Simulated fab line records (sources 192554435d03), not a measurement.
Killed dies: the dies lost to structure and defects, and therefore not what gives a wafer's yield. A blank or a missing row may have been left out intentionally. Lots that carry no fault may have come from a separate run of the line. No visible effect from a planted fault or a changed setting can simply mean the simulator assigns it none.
Split-lot experiment | flow n5Finfet | 7 lots, 21 wafers read, on a route of 1938 steps

## THE SPLIT ITSELF
At N5_FIN_SAQP_PECVD_47 (deposits a-Si from SiH4/He, target thk 45 nm, time 36.3 s), the setting timeS was moved away from the recipe's 36.3 s on 4 of the 21 wafers read, by -12.6% to +13.9%. For the rest of the wafers, this setting stayed at what the recipe calls for.

## FROM THE SPLIT TO THE READING: what the file shows between them, 4 steps
- N5_FIN_SAQP_PECVD_48: deposits SiNx from SiH4/NH3/N2, target thk 25 nm, time 22.1 s
- N5_FIN_SAQP_PECVD_06: deposits a-Si from SiH4/He, target thk 60 nm, time 48.1 s
- N5_FIN_SAQP_ETCH_57: etches SiNx in CH3F/O2, target depth 32.5 nm, time 46.4 s
- N5_FIN_SAQP_ETCH_65: etches SiO2 in CF4, target depth 4 nm, time 4.4 s

## THE READING
oesProductAu, in a.u., at N5_FIN_SAQP_MANDREL_ETCH_58 (etches a-Si in HBr/Cl2, stops on SiNx, target depth 45 nm, bt time 10 s, time 27 s). Fault-free wafers of this fab line usually give 0.699 a.u., standard deviation 0.009 a.u.

wafer  | tool, chamber at the split | timeS as run, s | against the recipe | oesProductAu, a.u. | against lot-mates on the recipe
L077.2 | pecvd-02, 0                | 36.3            | recipe             | 0.704              | -
L077.5 | pecvd-02, 1                | 37.91           | +4.4%              | 0.727              | +0.021
L077.6 | pecvd-02, 0                | 36.3            | recipe             | 0.707              | -
L080.2 | pecvd-02, 2                | 31.71           | -12.6%             | 0.647              | -0.067
L080.3 | pecvd-02, 1                | 36.3            | recipe             | 0.714              | -
L080.5 | pecvd-02, 2                | 31.71           | -12.6%             | 0.648              | -0.066
L085.2 | pecvd-02, 0                | 36.3            | recipe             | 0.701              | -
L085.3 | pecvd-02, 1                | 36.3            | recipe             | 0.689              | -
L085.5 | pecvd-02, 0                | 36.3            | recipe             | 0.711              | -
L090.2 | pecvd-01, 2                | 36.3            | recipe             | 0.704              | -
L090.4 | pecvd-01, 2                | 36.3            | recipe             | 0.699              | -
L090.6 | pecvd-01, 0                | 36.3            | recipe             | 0.690              | -
L093.1 | pecvd-04, 0                | 36.3            | recipe             | 0.716              | -
L093.5 | pecvd-04, 1                | 36.3            | recipe             | 0.692              | -
L093.6 | pecvd-04, 0                | 36.3            | recipe             | 0.713              | -
L096.3 | pecvd-04, 0                | 36.3            | recipe             | 0.698              | -
L096.4 | pecvd-04, 2                | 36.3            | recipe             | 0.709              | -
L096.6 | pecvd-04, 0                | 36.3            | recipe             | 0.710              | -
L097.3 | pecvd-04, 2                | 41.36           | +13.9%             | 0.756              | +0.054
L097.5 | pecvd-04, 2                | 36.3            | recipe             | 0.704              | -
L097.6 | pecvd-04, 0                | 36.3            | recipe             | 0.699              | -

FIT RESULTS
A straight line over all 21 wafers: oesProductAu changes by +0.00422 a.u. for each +1% of timeS; r = +0.94; the points scatter about the line by 0.0079 a.u.
The same after taking each lot's own level away (the mean of its wafers on the recipe; 21 wafers): +0.00474 a.u. for each +1%; r = +0.96; scatter 0.0072 a.u.
According to that fit, moving timeS by its largest amount changes the reading by 0.066 a.u.
Across the lots, their own levels run from 0.6977 to 0.7140 a.u., a range of 1.8 times the standard deviation given above.
So the lot-to-lot level changes the slope: the two fits differ.
Check: with one of the wafers moved furthest among these (+13.9%) left out of the fit, the line predicts +0.0727 a.u. for it against its lot-mates. Against them it came out at +0.0545 a.u.

## FURTHER SPLITS ON THESE WAFERS
Note: prior to the reading, these wafers also went through further splits. Each is held against what the fit with the lots' levels taken away leaves over:
other split on the same wafers                  | wafers away from the commonest value | r with oesProductAu (lot level and that fit taken away)
N5_WELL_APT_COAT_02 spinRpm                     | 5                                    | -0.21
N5_PMOS_HMC_CHANNEL_EPI_PEB_07 pebTimeS         | 6                                    | -0.06
N5_PMOS_HMC_CHANNEL_EPI_DEVELOP_08 developTimeS | 10                                   | -0.11
N5_FIN_SAQP_HM_DEP_03 timeS                     | 7                                    | +0.01

## THE WHOLE CHAIN: every reading that the file lists as answering this split, in the file's order
step                        | what it does                                                                       | reading                                                                          | change (the file's fit)                   | r (the file's)
N5_FIN_SAQP_PECVD_47        | deposits a-Si from SiH4/He, target thk 45 nm, time 36.3 s                          | a-Si_of_FIN_SAQP_PECVD_47.thkNm (the simulator's own value, which no gauge read) | +0.5 nm for each +1% of the setting       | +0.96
N5_FIN_SAQP_MANDREL_ETCH_58 | etches a-Si in HBr/Cl2, stops on SiNx, target depth 45 nm, bt time 10 s, time 27 s | oesProductAu                                                                     | +0.00452 a.u. for each +1% of the setting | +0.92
N5_FIN_SAQP_MANDREL_ETCH_58 | etches a-Si in HBr/Cl2, stops on SiNx, target depth 45 nm, bt time 10 s, time 27 s | etch.depthNm (the simulator's own value, which no gauge read)                    | +0.5 nm for each +1% of the setting       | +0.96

## FILE'S OWN FIT
oesProductAu changes by +0.00452 a.u. for each +1% of timeS, r = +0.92.
